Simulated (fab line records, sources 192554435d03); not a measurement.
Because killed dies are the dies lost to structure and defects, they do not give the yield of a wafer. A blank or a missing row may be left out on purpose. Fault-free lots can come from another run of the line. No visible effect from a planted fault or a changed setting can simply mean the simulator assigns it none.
Split-lot trial || flow n5 finfet || 21 wafers read from 7 lots, route of 1938 steps

== ON THE SPLIT ==
At N5_BEOL_M0_SAQP_PECVD_03 (deposits SiCN from 3MS/NH3, target thk 12 nm, time 21.1 s), the setting time s was moved away from the recipe's 21.1 s on 6 of the 21 wafers read, by -5.5% to +8.9%. This setting was run at the recipe's value on the other wafers.

== FROM THE SPLIT TO THE READING: what the file shows between them, 7 steps ==
- N5_BEOL_M0_SAQP_EXPOSE_11: exposes mask M0 CORE, target cd 42 nm (also split here: dose mj)
- N5_BEOL_M0_SAQP_PEB_12: peb time 60 s
- N5_BEOL_M0_SAQP_DEVELOP_13: develop time 30 s
- N5_BEOL_M0_SAQP_CD_MEAS_14: target cd 42.5 nm
- N5_BEOL_M0_SAQP_ETCH_101: etches SiNx in CH3F/O2, target depth 29.9 nm, time 42.7 s
- N5_BEOL_M0_SAQP_ETCH_102: etches SiO2 in CF4, target depth 4 nm, time 4.4 s
- N5_BEOL_M0_SAQP_MANDREL_ETCH_103: etches a-Si in HBr/Cl2, stops on SiCN, target depth 45 nm, bt time 10 s, time 27 s

== THE READING ==
SiCN_of_BEOL_M0_SAQP_PECVD_03.thk nm (the simulator's own value, which no gauge read), in nm, at N5_BEOL_M0_SAQP_RECESS_104 (chemistry HF/NH3, target SiO2, target depth 18 nm, afs cycles 3, sublimation time 60 s). No usual value for it is given in the file. Average 8.7 nm, standard deviation 0.23 nm, over the 15 wafers here run with the recipe.

{"wafer": "L075.1", "tool, chamber at the split": "pecvd-01, 1,2", "time s as run, s": 21.1, "against the recipe": "recipe", "SiCN_of_BEOL_M0_SAQP_PECVD_03.thk nm, nm": 8.6, "against lot-mates on the recipe": "-"}
{"wafer": "L075.2", "tool, chamber at the split": "pecvd-01, 1,2", "time s as run, s": 21.1, "against the recipe": "recipe", "SiCN_of_BEOL_M0_SAQP_PECVD_03.thk nm, nm": 8.4, "against lot-mates on the recipe": "-"}
{"wafer": "L075.3", "tool, chamber at the split": "pecvd-01, 0", "time s as run, s": 21.1, "against the recipe": "recipe", "SiCN_of_BEOL_M0_SAQP_PECVD_03.thk nm, nm": 8.2, "against lot-mates on the recipe": "-"}
{"wafer": "L076.4", "tool, chamber at the split": "pecvd-01, 2", "time s as run, s": 21.1, "against the recipe": "recipe", "SiCN_of_BEOL_M0_SAQP_PECVD_03.thk nm, nm": 9, "against lot-mates on the recipe": "-"}
{"wafer": "L076.6", "tool, chamber at the split": "pecvd-01, 0,1", "time s as run, s": 21.1, "against the recipe": "recipe", "SiCN_of_BEOL_M0_SAQP_PECVD_03.thk nm, nm": 9, "against lot-mates on the recipe": "-"}
{"wafer": "L076.5", "tool, chamber at the split": "pecvd-01, 0,1", "time s as run, s": 21.1, "against the recipe": "recipe", "SiCN_of_BEOL_M0_SAQP_PECVD_03.thk nm, nm": 8.8, "against lot-mates on the recipe": "-"}
{"wafer": "L077.1", "tool, chamber at the split": "pecvd-04, 0", "time s as run, s": 22.61, "against the recipe": "+7.2%", "SiCN_of_BEOL_M0_SAQP_PECVD_03.thk nm, nm": 9.4, "against lot-mates on the recipe": "+0.7"}
{"wafer": "L077.3", "tool, chamber at the split": "pecvd-04, 1", "time s as run, s": 21.1, "against the recipe": "recipe", "SiCN_of_BEOL_M0_SAQP_PECVD_03.thk nm, nm": 8.6, "against lot-mates on the recipe": "-"}
{"wafer": "L077.6", "tool, chamber at the split": "pecvd-04, 2", "time s as run, s": 21.1, "against the recipe": "recipe", "SiCN_of_BEOL_M0_SAQP_PECVD_03.thk nm, nm": 8.8, "against lot-mates on the recipe": "-"}
{"wafer": "L080.1", "tool, chamber at the split": "pecvd-04, 1", "time s as run, s": 21.1, "against the recipe": "recipe", "SiCN_of_BEOL_M0_SAQP_PECVD_03.thk nm, nm": 8.8, "against lot-mates on the recipe": "-"}
{"wafer": "L080.2", "tool, chamber at the split": "pecvd-04, 2,0", "time s as run, s": 21.1, "against the recipe": "recipe", "SiCN_of_BEOL_M0_SAQP_PECVD_03.thk nm, nm": 8.8, "against lot-mates on the recipe": "-"}
{"wafer": "L080.5", "tool, chamber at the split": "pecvd-04, 2,0", "time s as run, s": 21.1, "against the recipe": "recipe", "SiCN_of_BEOL_M0_SAQP_PECVD_03.thk nm, nm": 8.8, "against lot-mates on the recipe": "-"}
{"wafer": "L082.3", "tool, chamber at the split": "pecvd-01, 2", "time s as run, s": 21.1, "against the recipe": "recipe", "SiCN_of_BEOL_M0_SAQP_PECVD_03.thk nm, nm": 9, "against lot-mates on the recipe": "-"}
{"wafer": "L082.4", "tool, chamber at the split": "pecvd-01, 0", "time s as run, s": 22.89, "against the recipe": "+8.5%", "SiCN_of_BEOL_M0_SAQP_PECVD_03.thk nm, nm": 10, "against lot-mates on the recipe": "+1.0"}
{"wafer": "L082.6", "tool, chamber at the split": "pecvd-01, 2", "time s as run, s": 22.89, "against the recipe": "+8.5%", "SiCN_of_BEOL_M0_SAQP_PECVD_03.thk nm, nm": 10, "against lot-mates on the recipe": "+1.0"}
{"wafer": "L087.1", "tool, chamber at the split": "pecvd-01, 1", "time s as run, s": 21.1, "against the recipe": "recipe", "SiCN_of_BEOL_M0_SAQP_PECVD_03.thk nm, nm": 8.4, "against lot-mates on the recipe": "-"}
{"wafer": "L087.4", "tool, chamber at the split": "pecvd-01, 2,1", "time s as run, s": 19.95, "against the recipe": "-5.5%", "SiCN_of_BEOL_M0_SAQP_PECVD_03.thk nm, nm": 7.8, "against lot-mates on the recipe": -0.6}
{"wafer": "L087.5", "tool, chamber at the split": "pecvd-01, 2,1", "time s as run, s": 19.95, "against the recipe": "-5.5%", "SiCN_of_BEOL_M0_SAQP_PECVD_03.thk nm, nm": 8, "against lot-mates on the recipe": -0.4}
{"wafer": "L095.1", "tool, chamber at the split": "pecvd-02, 2,1", "time s as run, s": 21.1, "against the recipe": "recipe", "SiCN_of_BEOL_M0_SAQP_PECVD_03.thk nm, nm": 8.6, "against lot-mates on the recipe": "-"}
{"wafer": "L095.3", "tool, chamber at the split": "pecvd-02, 0", "time s as run, s": 22.97, "against the recipe": "+8.9%", "SiCN_of_BEOL_M0_SAQP_PECVD_03.thk nm, nm": 9.8, "against lot-mates on the recipe": "+1.1"}
{"wafer": "L095.6", "tool, chamber at the split": "pecvd-02, 2,1", "time s as run, s": 21.1, "against the recipe": "recipe", "SiCN_of_BEOL_M0_SAQP_PECVD_03.thk nm, nm": 8.8, "against lot-mates on the recipe": "-"}
The file does not say which wafer passed through which chamber wherever a row lists several chambers: such a row stands for several wafers.

THE FIT
A straight line over all 21 wafers: SiCN_of_BEOL_M0_SAQP_PECVD_03.thk nm changes by +0.137 nm for each +1% of time s; r = +0.93; the points scatter about the line by 0.22 nm.
The same after taking each lot's own level away (the mean of its wafers on the recipe; 21 wafers): +0.11 nm for each +1%; r = +0.97; scatter 0.11 nm.
According to that fit, moving time s by its largest amount changes the reading by 0.98 nm.
From 8.40 to 9.00 nm: that is the span of the lots' own levels, equal to 2.6 times the standard deviation above.
So the slope is not independent of the lot-to-lot level: the two fits are not the same.
Check: +0.963 nm against its lot-mates is what the line predicts for one of the wafers moved furthest among these (+8.9%) when that wafer is left out of the fit. It came out at +1.1 nm against them.

== OTHER SPLITS ON THESE WAFERS ==
These wafers also went through other splits before the reading. Each is held against what the fit with the lots' levels taken away leaves over:
{"other split on the same wafers": "N5_HKMG_FIN_EXPOSE_09 dose mj", "wafers away from the commonest value": 7, "r with SiCN_of_BEOL_M0_SAQP_PECVD_03.thk nm (lot level and that fit taken away)": -0.10}
{"other split on the same wafers": "N5_HKMG_FIN_ETCH_35 source w", "wafers away from the commonest value": 7, "r with SiCN_of_BEOL_M0_SAQP_PECVD_03.thk nm (lot level and that fit taken away)": -0.15}
{"other split on the same wafers": "N5_MOL_CONTACT_COAG_COAT_103 spin rpm", "wafers away from the commonest value": 6, "r with SiCN_of_BEOL_M0_SAQP_PECVD_03.thk nm (lot level and that fit taken away)": -0.07}
{"other split on the same wafers": "N5_MOL_CONTACT_COAG_COAT_02 spin rpm", "wafers away from the commonest value": 6, "r with SiCN_of_BEOL_M0_SAQP_PECVD_03.thk nm (lot level and that fit taken away)": "+0.03"}
{"other split on the same wafers": "N5_MOL_CONTACT_COAG_ETCH_105 bias w", "wafers away from the commonest value": 11, "r with SiCN_of_BEOL_M0_SAQP_PECVD_03.thk nm (lot level and that fit taken away)": "+0.23"}
{"other split on the same wafers": "N5_MOL_CONTACT_COAG_ETCH_106 source w", "wafers away from the commonest value": 9, "r with SiCN_of_BEOL_M0_SAQP_PECVD_03.thk nm (lot level and that fit taken away)": "+0.10"}
{"other split on the same wafers": "N5_BEOL_M0_SAQP_EXPOSE_11 dose mj", "wafers away from the commonest value": 11, "r with SiCN_of_BEOL_M0_SAQP_PECVD_03.thk nm (lot level and that fit taken away)": -0.04}

== THE WHOLE CHAIN: every reading that the file lists as answering this split, in the file's order ==
{"step": "N5_BEOL_M0_SAQP_PECVD_03", "what it does": "deposits SiCN from 3MS/NH3, target thk 12 nm, time 21.1 s", "reading": "SiCN_of_BEOL_M0_SAQP_PECVD_03.thk nm (the simulator's own value, which no gauge read)", "change (the file's fit)": "+0.116 nm for each +1% of the setting", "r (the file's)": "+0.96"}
{"step": "N5_BEOL_M0_SAQP_MANDREL_ETCH_103", "what it does": "etches a-Si in HBr/Cl2, stops on SiCN, target depth 45 nm, bt time 10 s, time 27 s", "reading": "SiCN_of_BEOL_M0_SAQP_PECVD_03.thk nm (the simulator's own value, which no gauge read)", "change (the file's fit)": "+0.102 nm for each +1% of the setting", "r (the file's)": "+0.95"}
{"step": "N5_BEOL_M0_SAQP_RECESS_104", "what it does": "chemistry HF/NH3, target SiO2, target depth 18 nm, afs cycles 3, sublimation time 60 s", "reading": "SiCN_of_BEOL_M0_SAQP_PECVD_03.thk nm (the simulator's own value, which no gauge read)", "change (the file's fit)": "+0.112 nm for each +1% of the setting", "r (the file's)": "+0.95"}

== FILE'S OWN FIT ==
SiCN_of_BEOL_M0_SAQP_PECVD_03.thk nm changes by +0.112 nm for each +1% of time s, r = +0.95.
